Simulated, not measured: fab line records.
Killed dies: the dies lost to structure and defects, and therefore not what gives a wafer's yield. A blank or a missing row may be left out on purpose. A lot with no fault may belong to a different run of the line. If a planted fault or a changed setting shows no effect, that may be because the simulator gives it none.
Split-lot trial | flow n5_finfet | on a route of 1938 steps: 7 lots, 21 wafers read

ABOUT THE SPLIT
At N5_BEOL_M9_HM_DEP_02 (deposits TiN, target thk 20 nm), the setting target_thk_a was moved away from the recipe's 200 angstrom on 5 of the 21 wafers read, by -9.6% to +9.0%. For the rest of the wafers, this setting stayed at what the recipe calls for.

FROM THE SPLIT TO THE READING: what the file shows between them, 5 steps
- N5_BEOL_M9_COAT_59: time 60 s, resist thk 100 nm (also split here: temp_c)
- N5_BEOL_M9_COAT_60: time 60 s, resist thk 30 nm
- N5_BEOL_M9_COAT_05: resist thk 90 nm
- N5_BEOL_M9_STRIP_68: strips in N2/H2
- N5_BEOL_M9_STRIP_67: strips in CF4

THE READING
etch.depth_nm (the simulator's own value, which no gauge read), in nm, at N5_BEOL_M9_HM_OPEN_17 (chemistry Cl2/BCl3, target TiN, target depth 20 nm, overetch 6 nm). The file does not state a usual value for it. The 16 wafers here that ran the recipe average 19.93 nm, standard deviation 0.19 nm.

wafer  | tool, chamber at the split | target_thk_a as run, angstrom | against the recipe | etch.depth_nm, nm | against lot-mates on the recipe
L076.2 | pvd_sputter-02, -          | 180.8                         | -9.6%              | 18.13             | -1.76
L076.3 | pvd_sputter-02, -          | 200                           | recipe             | 19.94             | -
L076.4 | pvd_sputter-02, -          | 200                           | recipe             | 19.84             | -
L081.2 | pvd_sputter-03, -          | 200                           | recipe             | 19.79             | -
L081.4 | pvd_sputter-03, -          | 200                           | recipe             | 19.76             | -
L081.5 | pvd_sputter-03, -          | 200                           | recipe             | 19.74             | -
L080.1 | pvd_sputter-02, -          | 183.2                         | -8.4%              | 18.05             | -1.79
L080.4 | pvd_sputter-02, -          | 200                           | recipe             | 19.94             | -
L080.6 | pvd_sputter-02, -          | 200                           | recipe             | 19.75             | -
L082.1 | pvd_sputter-02, -          | 200                           | recipe             | 19.8              | -
L082.2 | pvd_sputter-02, -          | 217.9                         | +9.0%              | 21.66             | +1.69
L082.6 | pvd_sputter-02, -          | 200                           | recipe             | 20.14             | -
L088.2 | pvd_sputter-01, -          | 200                           | recipe             | 20.22             | -
L088.5 | pvd_sputter-01, -          | 200                           | recipe             | 20.31             | -
L088.6 | pvd_sputter-01, -          | 200                           | recipe             | 20.09             | -
L095.2 | pvd_sputter-01, -          | 200                           | recipe             | 19.99             | -
L095.3 | pvd_sputter-01, -          | 200                           | recipe             | 19.58             | -
L095.4 | pvd_sputter-01, -          | 200                           | recipe             | 19.94             | -
L097.2 | pvd_sputter-01, -          | 213.7                         | +6.9%              | 21.18             | +1.14
L097.4 | pvd_sputter-01, -          | 213.7                         | +6.9%              | 21.52             | +1.48
L097.5 | pvd_sputter-01, -          | 200                           | recipe             | 20.04             | -

THE FIT
A straight line over all 21 wafers: etch.depth_nm changes by +0.202 nm for each +1% of target_thk_a; r = +0.98; the points scatter about the line by 0.19 nm.
The same after taking each lot's own level away (the mean of its wafers on the recipe; 21 wafers): +0.193 nm for each +1%; r = +0.99; scatter 0.13 nm.
That fit puts the effect of the largest move of target_thk_a on the reading at 1.9 nm.
The span of the lots' own levels, 19.763 to 20.207 nm, comes to 2.3 times the standard deviation stated above.
The two slopes agree, so the slope changes little with the lot-to-lot level.
Check: -1.91 nm against its lot-mates is what the line predicts for one of the wafers moved furthest among these (-9.6%) when that wafer is left out of the fit. It came out at -1.76 nm against them.

THE OTHER SPLITS THESE WAFERS WENT THROUGH
Other splits were also applied to these wafers ahead of the reading. Each is held against what the fit with the lots' levels taken away leaves over:
other split on the same wafers | wafers away from the commonest value | r with etch.depth_nm (lot level and that fit taken away)
N5_BEOL_M8_DESCUM_16 time_s    | 4                                    | -0.36
N5_BEOL_M9_COAT_59 temp_c      | 9                                    | -0.02

THE WHOLE CHAIN: every reading that the file lists as answering this split, in the file's order
step                  | what it does                                                      | reading                                                                          | change (the file's fit)               | r (the file's)
N5_BEOL_M9_HM_DEP_02  | deposits TiN, target thk 20 nm                                    | TiN_of_BEOL_M9_HM_DEP_02.thk_nm (the simulator's own value, which no gauge read) | +0.194 nm for each +1% of the setting | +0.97
N5_BEOL_M9_HM_OPEN_17 | chemistry Cl2/BCl3, target TiN, target depth 20 nm, overetch 6 nm | etch.depth_nm (the simulator's own value, which no gauge read)                   | +0.193 nm for each +1% of the setting | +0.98

FILE'S OWN FIT
etch.depth_nm changes by +0.193 nm for each +1% of target_thk_a, r = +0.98.
